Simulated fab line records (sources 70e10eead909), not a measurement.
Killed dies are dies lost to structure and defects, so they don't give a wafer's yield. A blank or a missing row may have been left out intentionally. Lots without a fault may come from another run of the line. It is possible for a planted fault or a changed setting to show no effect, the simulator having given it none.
Chamber matching	flow nandHarc	NHARC_A_CONTACT_ETCH_102 on rieDiel-07 has 4 sister chambers
The step etches the open film in CF4/O2, target depth 70 nm, overetch 7 nm, time 38.5 s. 18 wafers are shown with their chamber, then 9 later ones without.

== WAFERS WITH THEIR CHAMBER ==
wafer	chamber	showerheadPlenumPTorr (Torr)	drypumpMotorCurrentA (A)	rfVppV (V)
L077.1	1	1.25	6.1	195.4
L077.4	2	1.32	4.8	197.1
L077.6	1	1.25	6.1	197.0
L078.2	2	1.32	4.8	198.5
L078.3	3	1.43	5.6	200.3
L078.6	3	1.43	5.7	198.6
L083.1	1	1.24	6.1	194.8
L083.5	1	1.25	6.1	194.6
L083.6	2	1.32	4.8	197.8
L080.2	0	1.30	5.3	196.3
L080.3	1	1.24	6.0	195.5
L080.4	3	1.43	5.7	198.6
L089.3	1	1.24	6.1	195.7
L089.4	3	1.43	5.6	199.8
L089.5	2	1.32	4.9	197.7
L093.1	2	1.32	4.9	198.6
L093.4	3	1.43	5.7	200.4
L093.6	1	1.24	6.0	196.3

SIGNATURES (means of the wafers above)
reading	chamber 0	chamber 1	chamber 2	chamber 3	scatter within a chamber
showerheadPlenumPTorr	1.3000	1.2443	1.3200	1.4300	0.0035
drypumpMotorCurrentA	5.300	6.071	4.840	5.660	0.0523
rfVppV	196.300	195.614	197.940	199.540	0.794
Rule: for each reading, subtract the chamber's mean from the wafer's reading, divide by that reading's scatter and square the result; add these up over the readings and take the root, which gives the wafer's distance from the chamber. The wafer belongs to the nearest chamber; if the next one is less than 2 further off, it can't be placed. The scatter: take each reading less its chamber's mean, square it, sum over the shown wafers, divide by the number of wafers less the number of chambers, and take the root.

== WAFERS WITHOUT THEIR CHAMBER ==
wafer	showerheadPlenumPTorr (Torr)	drypumpMotorCurrentA (A)	rfVppV (V)
L094.2	1.32	4.8	197.3
L094.3	1.43	5.6	199.8
L094.4	1.29	5.3	196.4
L095.1	1.43	5.7	200.0
L095.2	1.30	5.3	198.3
L095.4	1.32	4.9	198.4
L097.3	1.24	6.1	196.1
L097.5	1.32	4.9	197.7
L097.6	1.24	6.1	196.8

== EACH ONE'S CHAMBER ==
wafer	from the rows above	in truth
L094.2	2	2
L094.3	3	3
L094.4	0	0
L095.1	3	3
L095.2	0	0
L095.4	2	2
L097.3	1	1
L097.5	2	2
L097.6	1	1
9 of 9 placed correctly. Left unplaced by these rows: 0. Number placed wrongly: 0.
